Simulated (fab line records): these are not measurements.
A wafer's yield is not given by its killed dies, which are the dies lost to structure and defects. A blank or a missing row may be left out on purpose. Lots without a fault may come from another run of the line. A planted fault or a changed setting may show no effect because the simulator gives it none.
fab line records	flow n5-finfet
record: lots: 6	wafers: 17	last-day: 17
route steps=1938 shown BEOL_M3@942 BEOL_M4@1111 PASSIVATION@1936
lots untouched by any fault: they come from a run of this same line in which no faults occurred
start-h: start of the lot's first displayed wafer, in hours after the record's first day	wait-h: how many hours have passed since the lot's step before this one	" as in the row above	L1.1+2: one row covering several wafers at once	- no value, or no start was given	* or withheld: withheld	< > ~ a bound
route shown NAME@n: a module of which the file shows steps, and the number in the route of the first	usual: mean/standard deviation of fault-free wafers	same: alike in all rows	chamber/n: place in a boat	sites: the reading at each site	_std_site: standard deviation of those values	_edge_site: outer sites' mean less inner sites'	radius-mm: how far each site lies from the wafer's centre	mask NAME#n: copy n	behind: the most recent tool/chamber to have shaped the wafer	hold: why the lot went on hold/how many hours it stayed there/how the hold came to an end	device: transistor that didn't switch, given as n, p or np	end of line: the same wafers' tests at the end of the route	for a step that has no rows: nothing shown but its recipe	killed: at the first sort, the dies lost to defects and structure; wafer yield is something else	map: shows each die of a wafer: x if killed, . if not, _ if none is there
set.NAME: setting as actually run; set.NAME@STEP: the setting as run at that earlier step	model.NAME: the simulator's own value behind a step, which no gauge read
certain route steps with their lots: each step a table, each wafer a row
services: the hour from which a tool's chamber was out of use, counted from the record's first day as start-h (under 0 if before that day), plus the number of hours and why
== steps ==
step: N5_BEOL_M3_PEB_09
recipe: peb-temp-c: 100	peb-time-s: 60	resist: CAR-EUV
step: N5_BEOL_M3_DEVELOP_10
recipe: develop-time-s: 30	developer: TMAH	resist: CAR-EUV	rinse-liquid: surfactant-rinse	dry: air-spin	dev-temp-c: 23
step: N5_BEOL_M3_CD_MEAS_11
recipe: target-cd-nm: 17.05	landing-energy-ev: 500	detector: se-inlens	polarity: opening
usual: cd-nm: 17.07/0.26
lot.wafer	tool	chamber	start-h	wait-h	cd-nm
L248.1	cd-sem-01	0	152.90	-	17.03
L248.4	"	0	"	"	17.55
L248.5	"	0	"	"	17.25
L252.2	cd-sem-03	0	179.91	-	16.65
L252.3	"	0	"	"	16.82
L252.5	"	0	"	"	16.46
L253.1	cd-sem-01	0	191.27	-	17.43
L253.2	"	0	"	"	16.87
L253.3	"	0	"	"	17.44
L255.3	cd-sem-01	0	196.37	-	16.90
L255.5	"	0	"	"	16.57
L255.6	"	0	"	"	16.93
L262.3	cd-sem-01	0	254.18	-	17.74
L262.4	"	0	"	"	17.52
L268.1	cd-sem-01	0	279.00	-	16.85
L268.3	"	0	"	"	16.94
L268.6	"	0	"	"	17.21
step: N5_BEOL_M3_OVL_MEAS_12
recipe: points-per-wafer: 522
usual: M3_OVL: -0.3/0.77
lot.wafer	tool	chamber	start-h	wait-h	M3_OVL[nm]
L248.1	overlay-02	0	152.93	0.0	0.6
L248.4	"	0	"	"	-0.7
L248.5	"	0	"	"	-0.4
L252.2	overlay-01	0	179.95	0.0	-1.9
L252.3	"	0	"	"	-0.4
L252.5	"	0	"	"	0.1
L253.1	overlay-02	0	191.30	0.0	-0.1
L253.2	"	0	"	"	0.8
L253.3	"	0	"	"	0.3
L255.3	overlay-01	0	196.41	0.0	-0.3
L255.5	"	0	"	"	-0.5
L255.6	"	0	"	"	0.0
L262.3	overlay-02	0	254.22	0.0	-1.3
L262.4	"	0	"	"	0.0
L268.1	overlay-02	0	279.03	0.0	0.7
L268.3	"	0	"	"	0.7
L268.6	"	0	"	"	1.0
step: N5_BEOL_M3_INSPECT_13
recipe: mode: adi	inspect-instrument: brightfield
usual: raw-defect-count: 391/94
lot.wafer	tool	chamber	start-h	wait-h	raw-defect-count
L248.1	defect-inspect-01	-	152.99	0.1	455
L248.4	"	-	"	"	371
L248.5	"	-	"	"	531
L252.2	defect-inspect-01	-	180.00	0.0	530
L252.3	"	-	"	"	423
L252.5	"	-	"	"	511
L253.1	defect-inspect-02	-	191.36	0.1	310
L253.2	"	-	"	"	321
L253.3	"	-	"	"	289
L255.3	defect-inspect-02	-	196.46	0.0	448
L255.5	"	-	"	"	397
L255.6	"	-	"	"	311
L262.3	defect-inspect-01	-	254.26	0.0	266
L262.4	"	-	"	"	253
L268.1	defect-inspect-01	-	279.09	0.1	342
L268.3	"	-	"	"	337
L268.6	"	-	"	"	322
step: N5_BEOL_M3_DESCUM_16
recipe: chemistry: O2	time-s: 7	source-power-w: 50	bias-power-w: 20	pressure-mtorr: 20	rf-frequency-hz: 2.712e+07	temp-c: 40	resist: CAR-EUV	o2-flow-sccm: 225
usual: drypump-motor-current-A: 5.8/0.4	o2-flow-sccm: 225.0/0.73	oes-product-au: 0.80/0.07	rf-vpp-V: 243.4/1.2	showerhead-plenum-p-Torr: 2.10/0.055	temp-c: 39.99/0.11	throttle-valve-pct: 20.36/0.26
lot.wafer	tool	chamber	start-h	wait-h	drypump-motor-current-A	o2-flow-sccm	oes-product-au	rf-hours-counter-h	rf-vpp-V	showerhead-plenum-p-Torr	temp-c	throttle-valve-pct
L248.1	rie-diel-05	1	153.02	0.0	6.2	224.6	0.81	89	244.3	2.12	39.84	20.73
L248.4	"	0	"	"	5.7	225.2	0.70	221	244.0	2.08	39.88	20.84
L248.5	"	3	"	"	5.4	224.7	0.75	-	243.1	2.09	40.03	20.90
L252.2	rie-diel-01	1	180.45	0.4	5.7	225.4	0.85	76	242.8	2.13	40.02	20.39
L252.3	"	0	"	"	5.6	224.0	0.77	136	242.8	2.10	40.09	20.44
L252.5	"	1	"	"	5.7	225.5	0.85	-	242.3	2.13	40.14	20.39
L253.1	rie-diel-05	3	191.39	0.0	5.5	224.3	0.73	176	244.6	2.08	39.87	20.93
L253.2	"	1	"	"	6.2	225.1	0.80	99	243.2	2.11	39.91	20.76
L253.3	"	2	"	"	5.0	224.4	0.89	28	244.6	2.14	39.96	19.88
L255.3	rie-diel-01	0	196.77	0.3	5.6	225.1	0.76	141	242.5	2.10	39.93	20.44
L255.5	"	2	"	"	5.7	225.2	0.84	-	240.3	2.04	39.92	20.13
L255.6	"	1	"	"	5.8	224.4	0.83	-	243.5	2.13	39.82	20.40
L262.3	rie-diel-03	0	254.71	0.4	6.2	224.9	0.77	145	241.0	2.01	40.04	20.16
L262.4	"	0	"	"	6.2	224.3	0.76	-	241.9	2.01	40.08	20.16
L268.1	rie-diel-03	0	279.59	0.5	6.2	224.5	0.77	158	241.7	2.00	39.98	20.17
L268.3	"	3	"	"	6.3	224.3	0.85	70	245.1	2.13	39.95	20.35
L268.6	"	0	"	"	6.2	225.0	0.76	-	242.9	2.00	40.04	20.19
step: N5_BEOL_M3_ETCH_74
recipe: chemistry: N2/H2	target: underlayer	target-depth-a: 65	mask-material: CAR-EUV	time-s: 5.2	ion-energy-ev: 200	pressure-mtorr: 30	source-w: 840	bias-w: 150	n2-flow-sccm: 200	h2-flow-sccm: 200	ends: cleared
usual: drypump-motor-current-A: 5.9/0.4	etch-rf-on-time-s: 5.19/0.098	oes-product-au: 0.68/0.061	rf-vpp-V: 524.2/2.3	showerhead-plenum-p-Torr: 2.55/0.067	throttle-valve-pct: 17.76/0.26
lot.wafer	tool	chamber	start-h	wait-h	drypump-motor-current-A	etch-rf-on-time-s	oes-product-au	rf-hours-counter-h	rf-vpp-V	showerhead-plenum-p-Torr	throttle-valve-pct
L248.1	rie-diel-05	1	153.06	0.0	6.2	5.17	0.70	89	526.0	2.56	18.13
L248.4	"	0	"	"	5.7	5.17	0.60	221	521.8	2.51	18.16
L248.5	"	3	"	"	5.4	5.05	0.65	-	524.7	2.53	18.20
L252.2	rie-diel-01	1	180.48	0.0	5.8	5.19	0.72	76	525.9	2.58	17.73
L252.3	"	0	"	"	5.6	5.13	0.65	136	524.2	2.56	17.91
L252.5	"	1	"	"	5.7	5.19	0.72	-	523.6	2.57	17.76
L253.1	rie-diel-05	3	191.42	0.0	5.5	5.15	0.64	176	523.0	2.52	18.21
L253.2	"	1	"	"	6.2	5.19	0.68	99	525.8	2.56	18.14
L253.3	"	2	"	"	5.0	5.01	0.78	28	527.2	2.59	17.17
L255.3	rie-diel-01	0	196.81	0.0	5.6	5.11	0.66	141	523.7	2.55	17.89
L255.5	"	2	"	"	5.7	5.04	0.72	-	520.9	2.47	17.44
L255.6	"	1	"	"	5.7	5.18	0.72	-	522.2	2.57	17.74
L262.3	rie-diel-03	0	254.75	0.0	6.2	5.23	0.66	145	521.3	2.44	17.57
L262.4	"	0	"	"	6.2	5.22	0.65	-	521.3	2.44	17.59
L268.1	rie-diel-03	0	279.62	0.0	6.2	5.28	0.65	158	520.3	2.44	17.61
L268.3	"	3	"	"	6.2	5.25	0.71	70	523.9	2.58	17.72
L268.6	"	0	"	"	6.2	5.30	0.64	-	520.4	2.44	17.60
step: N5_BEOL_M3_ETCH_63
recipe: chemistry: CF4	target: SiARC	target-depth-a: 156	mask-material: CAR-EUV	time-s: 26	ion-energy-ev: 80	pressure-mtorr: 40	source-w: 545	bias-w: 36	Ar_flow_sccm: 100	cf4-flow-sccm: 100	ends: cleared
step: N5_BEOL_M3_ETCH_64
recipe: chemistry: N2/H2	target: SOC	target-depth-a: 750	overetch-a: 150	mask-material: SiARC	temp-c: 40	time-s: 112.5	ion-energy-ev: 200	pressure-mtorr: 30	source-w: 840	bias-w: 150	n2-flow-sccm: 200	h2-flow-sccm: 200
usual: drypump-motor-current-A: 5.9/0.4	oes-product-au: 0.63/0.052	rf-vpp-V: 524.2/1.9	showerhead-plenum-p-Torr: 2.55/0.067	temp-c: 40.01/0.11	throttle-valve-pct: 17.72/0.26
lot.wafer	tool	chamber	start-h	wait-h	drypump-motor-current-A	oes-product-au	rf-hours-counter-h	rf-vpp-V	showerhead-plenum-p-Torr	temp-c	throttle-valve-pct
L248.1	rie-diel-05	1	153.10	0.0	6.2	0.64	89	525.8	2.56	40.03	18.09
L248.4	"	0	"	"	5.7	0.56	221	524.4	2.51	39.95	18.10
L248.5	"	3	"	"	5.4	0.59	-	522.4	2.53	39.95	18.18
L252.2	rie-diel-01	1	180.53	0.0	5.7	0.66	76	525.2	2.57	40.10	17.71
L252.3	"	0	"	"	5.6	0.60	136	524.2	2.56	40.16	17.85
L252.5	"	1	"	"	5.7	0.67	-	524.7	2.57	39.90	17.71
L253.1	rie-diel-05	3	191.47	0.0	5.5	0.58	176	524.6	2.52	39.94	18.19
L253.2	"	1	"	"	6.2	0.64	99	524.7	2.56	39.96	18.10
L253.3	"	2	"	"	5.0	0.70	28	526.3	2.59	40.06	17.13
L255.3	rie-diel-01	0	196.85	0.0	5.6	0.61	141	525.5	2.55	40.05	17.86
L255.5	"	2	"	"	5.7	0.66	-	522.1	2.47	39.99	17.39
L255.6	"	1	"	"	5.7	0.66	-	524.4	2.57	40.17	17.71
L262.3	rie-diel-03	0	254.79	0.0	6.2	0.61	145	520.7	2.44	40.05	17.54
L262.4	"	0	"	"	6.2	0.61	-	520.5	2.44	40.06	17.55
L268.1	rie-diel-03	0	279.67	0.0	6.2	0.60	158	520.9	2.44	40.10	17.57
L268.3	"	3	"	"	6.2	0.67	70	524.3	2.58	40.14	17.65
L268.6	"	0	"	"	6.2	0.61	-	520.9	2.44	39.95	17.57
step: N5_BEOL_M3_STRIP_65
recipe: chemistry: N2/H2	temp-c: 40	n2-flow-sccm: 200	h2-flow-sccm: 200	rf-frequency-hz: 6e+07
step: N5_BEOL_M3_STRIP_75
recipe: chemistry: N2/H2	temp-c: 40	n2-flow-sccm: 200	h2-flow-sccm: 200	rf-frequency-hz: 6e+07
step: N5_BEOL_M3_STRIP_66
recipe: chemistry: CF4	resist: SiARC	power-w: 300	bias-power-w: 75	pressure-mtorr: 50	cf4-flow-sccm: 150	rf-frequency-hz: 6e+07
usual: drypump-motor-current-A: 5.8/0.39	oes-product-au: 0.79/0.065	rf-vpp-V: 271.3/1.3	showerhead-plenum-p-Torr: 1.80/0.041	throttle-valve-pct: 13.50/0.25
lot.wafer	tool	chamber	start-h	wait-h	drypump-motor-current-A	oes-product-au	rf-hours-counter-h	rf-vpp-V	showerhead-plenum-p-Torr	throttle-valve-pct
L248.1	rie-diel-05	1	153.23	0.0	6.2	0.81	89	272.3	1.82	13.80
L248.4	"	0	"	"	5.7	0.70	221	271.1	1.77	13.95
L248.5	"	3	"	"	5.4	0.75	-	270.9	1.80	14.08
L252.2	rie-diel-01	1	180.66	0.0	5.7	0.83	76	272.3	1.82	13.47
L252.3	"	0	"	"	5.6	0.76	136	272.5	1.79	13.53
L252.5	"	1	"	"	5.7	0.84	-	271.4	1.82	13.46
L253.1	rie-diel-05	3	191.60	0.0	5.4	0.73	176	269.5	1.79	14.10
L253.2	"	1	"	"	6.2	0.80	99	271.3	1.81	13.82
L253.3	"	2	"	"	5.0	0.88	28	272.1	1.82	12.98
L255.3	rie-diel-01	0	196.98	0.0	5.6	0.76	141	271.0	1.79	13.56
L255.5	"	2	"	"	5.7	0.83	-	271.6	1.76	13.33
L255.6	"	1	"	"	5.7	0.83	-	272.0	1.82	13.49
L262.3	rie-diel-03	0	254.92	0.0	6.2	0.77	145	270.2	1.73	13.42
L262.4	"	0	"	"	6.1	0.76	-	269.7	1.73	13.43
L268.1	rie-diel-03	0	279.79	0.0	6.2	0.76	158	269.7	1.73	13.46
L268.3	"	3	"	"	6.2	0.84	70	272.2	1.81	13.39
L268.6	"	0	"	"	6.2	0.76	-	270.0	1.73	13.46
step: N5_BEOL_M3_HM_OPEN_17
recipe: chemistry: Cl2/BCl3	target-depth-a: 200	overetch-a: 60	target: TiN	mask-material: SOC	ion-energy-ev: 150	pressure-mtorr: 10	icp-w: 1000	bias-w: 126	Cl2_flow_sccm: 53.25	bcl3-flow-sccm: 21.75	Ar_flow_sccm: 25
usual: drypump-motor-current-A: 5.99/0.23	oes-product-au: 0.65/0.1	throttle-valve-pct: 22.26/0.22
lot.wafer	tool	chamber	start-h	wait-h	drypump-motor-current-A	oes-product-au	rf-hours-counter-h	throttle-valve-pct	model.SOC_of_BEOL_M3_COAT_61.thk-nm	model.BEOL_M3.cd-offset-nm
L248.1	rie-metal-03	0	153.28	0.0	5.78	0.51	125	22.70	52.4	0.2
L248.4	"	1	"	"	6.16	0.73	-	22.00	52.2	0.2
L248.5	"	1	"	"	6.14	0.72	-	22.01	52.2	0
L252.2	rie-metal-03	0	180.70	0.0	5.77	0.52	127	22.70	52	-0.4
L252.3	"	1	"	"	6.11	0.72	-	21.99	52	0
L252.5	"	0	"	"	5.80	0.51	-	22.71	52.2	-0.6
L253.1	rie-metal-02	0	191.64	0.0	6.06	0.52	132	22.63	52.4	0
L253.2	"	0	"	"	6.07	0.53	-	22.66	52.4	0
L253.3	"	0	"	"	6.10	0.53	-	22.64	52	0.2
L255.3	rie-metal-03	0	197.06	0.1	5.78	0.51	-	22.69	52.4	0
L255.5	"	0	"	"	5.77	0.51	-	22.72	52.2	0
L255.6	"	1	"	"	6.12	0.71	-	22.02	52	-0.2
L262.3	rie-metal-03	0	254.99	0.1	5.77	0.84	-	22.35	47.2	0.4
L262.4	"	1	"	"	6.14	0.70	-	22.02	51.6	0.4
L268.1	rie-metal-03	1	279.84	0.0	6.17	0.68	33	22.06	47.4	0.8
L268.3	"	1	"	"	6.14	0.68	-	22.04	47	0.8
L268.6	"	0	"	"	5.78	0.80	-	22.37	52	-0.2
step: N5_BEOL_M3_STRIP_19
recipe: chemistry: O2	power-w: 400	temp-c: 40	pressure-mtorr: 30	rf-frequency-hz: 6e+07	bias-power-w: 0	overash-fraction: 0.2	o2-flow-sccm: 225
usual: drypump-motor-current-A: 5.8/0.4	o2-flow-sccm: 225.1/0.67	oes-product-au: 0.79/0.072	rf-vpp-V: 3.7/0.52	showerhead-plenum-p-Torr: 2.11/0.052	temp-c: 40.00/0.11	throttle-valve-pct: 16.60/0.24
lot.wafer	tool	chamber	start-h	wait-h	drypump-motor-current-A	o2-flow-sccm	oes-product-au	rf-hours-counter-h	rf-vpp-V	showerhead-plenum-p-Torr	temp-c	throttle-valve-pct
L248.1	rie-diel-03	1	153.39	0.1	6.2	224.7	0.76	145	3.8	2.19	40.15	16.62
L248.4	"	0	"	"	6.2	225.7	0.80	115	3.6	2.02	40.11	16.39
L248.5	"	3	"	"	6.2	225.1	0.91	-	3.5	2.15	39.99	16.51
L252.2	rie-diel-03	2	180.84	0.1	5.5	225.6	0.74	145	3.3	2.09	40.10	16.60
L252.3	"	3	"	"	6.3	224.6	0.90	36	3.2	2.15	40.31	16.50
L252.5	"	2	"	"	5.5	225.0	0.74	-	3.2	2.09	39.88	16.61
L253.1	rie-diel-05	1	191.95	0.3	6.2	225.6	0.81	100	3.1	2.12	39.99	16.94
L253.2	"	2	"	"	5.0	225.1	0.89	28	4.2	2.14	39.90	16.10
L253.3	"	3	"	"	5.4	225.0	0.73	176	3.3	2.09	39.88	17.16
L255.3	rie-diel-05	3	197.32	0.2	5.4	225.6	0.73	178	3.9	2.09	40.12	17.18
L255.5	"	1	"	"	6.2	224.9	0.80	-	3.9	2.12	40.10	16.95
L255.6	"	2	"	"	5.0	225.6	0.90	-	3.0	2.14	40.04	16.12
L262.3	rie-diel-05	1	255.07	0.1	6.2	223.2	0.78	119	4.1	2.11	40.00	16.96
L262.4	"	0	"	"	5.7	225.1	0.68	249	4.3	2.07	39.87	17.14
L268.1	rie-diel-01	3	280.19	0.3	5.1	224.0	0.92	29	3.7	2.13	40.00	16.34
L268.3	"	2	"	"	5.7	224.3	0.81	88	3.1	2.04	39.95	16.43
L268.6	"	0	"	"	5.6	224.9	0.73	-	4.2	2.10	40.04	16.74
step: N5_BEOL_M4_RC_MEAS_101
usual: DIBL_N: 36.4/1.4	DIBL_P: 36.3/1.5	IOFF_N: 0.162/0.023	IOFF_P: 0.211/0.027	ION_N: 676/9.7	ION_P: 463/6.4	SS_N: 71.5/0.5	SS_P: 73.3/0.6	VT_N: 249.3/2.5	VT_P: -249.9/2.8
lot.wafer	tool	chamber	start-h	wait-h	DIBL_N[mV/V]	DIBL_P[mV/V]	IOFF_N[nA/um]	IOFF_P[nA/um]	ION_N[uA/um]	ION_P[uA/um]	SS_N[mV/dec]	SS_P[mV/dec]	VT_N[mV]	VT_P[mV]
L248.1	prober-02	0	173.55	0.0	35.1	33.4	0.136	0.177	674	463	70.7	72.5	250.0	-251.0
L248.4	"	0	"	"	34.5	33.2	0.129	0.177	678	470	71.0	72.2	249.5	-249.8
L248.5	"	0	"	"	37.4	37.0	0.182	0.226	697	478	71.5	73.4	248.2	-248.1
L252.2	prober-02	0	197.16	0.2	36.2	37.5	0.181	0.278	686	482	71.7	73.3	245.4	-242.9
L252.3	"	0	"	"	35.0	35.9	0.157	0.244	681	480	71.5	74.3	248.8	-244.8
L252.5	"	0	"	"	35.0	35.9	0.163	0.250	684	477	71.6	73.4	247.3	-241.1
L253.1	prober-01	0	212.44	0.0	34.6	34.4	0.131	0.194	670	460	70.9	72.4	252.5	-248.4
L253.2	"	0	"	"	38.6	39.0	0.210	0.266	680	462	71.3	73.2	242.8	-246.7
L253.3	"	0	"	"	34.4	33.9	0.130	0.182	678	462	71.3	72.7	250.1	-252.6
L255.3	prober-02	0	227.09	0.3	36.4	37.6	0.187	0.236	675	466	71.5	73.3	245.9	-248.2
L255.5	"	0	"	"	35.3	36.2	0.162	0.210	668	465	71.6	72.6	248.8	-250.3
L255.6	"	0	"	"	34.2	34.4	0.141	0.187	665	455	70.8	72.2	250.2	-252.6
L262.3	prober-02	0	272.22	0.3	38.8	38.8	0.188	0.260	689	470	72.0	73.4	244.4	-246.2
L262.4	"	0	"	"	38.8	38.2	0.177	0.236	674	463	72.0	73.6	246.5	-247.9
L268.1	prober-01	0	296.12	0.0	37.1	37.6	0.166	0.215	694	473	71.7	72.8	247.7	-249.5
L268.3	"	0	"	"	40.1	41.0	0.224	0.282	693	471	72.4	73.8	244.3	-247.7
L268.6	"	0	"	"	36.9	36.3	0.155	0.202	663	457	71.2	73.4	252.6	-251.1
step: N5_PASSIVATION_PROBE_49
usual: defect-limited-yield: 91.3/1.3	killed_at_M0_to_M3: 33/8.9	killed_at_M4_up: 15/5.4	killed-at-contacts: 13/5.8	killed-at-front-end: 39/9.9	killed-at-other: 3.2/2.9	killed-dies: 102/15	killed-open: 68/12	killed-short: 34/7.6	sort_bin_5_function: 5.1/0.89	sort_bin_6_memory: 3.2/0.63	sort-n-pass: 1078/15	sort-yield-pct: 91.3/1.3
same: gross-dies: 1180	killed-at-back-side: 0	sort_bin_4_leakage[%]: 0	sort_bin_8_speed[%]: 0
lot.wafer	tool	chamber	start-h	wait-h	defect-limited-yield[%]	killed_at_M0_to_M3	killed_at_M4_up	killed-at-contacts	killed-at-front-end	killed-at-other	killed-dies	killed-open	killed-short	sort_bin_5_function[%]	sort_bin_6_memory[%]	sort-n-pass	sort-yield-pct[%]
L255.5	prober-01	-	331.76	0.2	90.3	36	13	14	49	2	114	78	36	5.4	3.6	1066	90.3
L255.6	prober-01	-	331.81	0.3	89.2	30	25	14	58	0	127	87	40	6.4	4.1	1053	89.2
killed by level:class
L255.5 STI_FIN_REVEAL:geometric-particle:open=16 MOL_CONTACT_COAG:geometric-particle:open=10 BEOL_M3:geometric-particle:open=9 FIN_SAQP:geometric-particle:open=7 STI_FIN_REVEAL:geometric-particle:short=7 FIN_SAQP:geometric-particle:short=6 BEOL_M4:geometric-particle:open=6 BEOL_M0_SAQP:geometric-particle:short=5
L255.6 STI_FIN_REVEAL:geometric-particle:open=14 BEOL_M4:geometric-particle:open=13 FIN_SAQP:geometric-particle:short=11 MOL_CONTACT_COAG:geometric-particle:open=10 DUMMY_GATE:geometric-particle:open=8 BEOL_M3:geometric-particle:open=5 BEOL_M1:geometric-particle:short=5 GATE_CUT:geometric-particle:short=5
== services ==
tool	chamber	start-h	hours	kind
rie-metal-02	1	143.60	13.3	repair
rie-diel-01	3	177.08	-	clean
rie-diel-01	3	177.08	-	consumable-replace:focus-ring
rie-diel-01	3	177.08	12.5	scheduled-down
rie-diel-01	3	177.08	12.5	vent-cycle
rie-metal-02	1	182.26	13.6	repair
rie-metal-03	0	201.58	16.2	repair
rie-metal-03	0	217.91	-	clean
rie-metal-03	0	217.91	17.4	scheduled-down
rie-metal-03	0	217.91	17.4	vent-cycle
rie-metal-02	0	218.93	-	clean
rie-metal-02	0	218.93	18.7	scheduled-down
rie-metal-02	0	218.93	18.7	vent-cycle
rie-diel-01	-	232.90	2.8	pm
rie-diel-03	2	248.66	32.5	repair
rie-diel-05	-	255.94	4.4	repair
rie-diel-03	3	261.12	1.6	repair
rie-diel-05	0	261.54	-	clean
rie-diel-05	0	261.54	-	consumable-replace:focus-ring
rie-diel-05	0	261.54	20.1	scheduled-down
rie-diel-05	0	261.54	20.1	vent-cycle
rie-diel-05	-	265.35	34.4	repair
== key ==
first-sign none at tools or gauges
model-effect: step: N5_BEOL_M3_HM_OPEN_17	value: SOC_of_BEOL_M3_COAT_61.thk-nm	without: 51.93	struck: 47.2
met-at N5_BEOL_M3_HM_OPEN_17
struck-wafers L262.3,L268.1,L268.3
onset-between 197.06 254.99
fault: kind: process-parameter-drift	tool: rie-metal-03	chamber: -	onset-h: 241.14	steps: N5_BEOL_M3_HM_OPEN_17	channel: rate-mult	offset: 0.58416	shape: step	end-h: 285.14	scope: struck-wafers-only
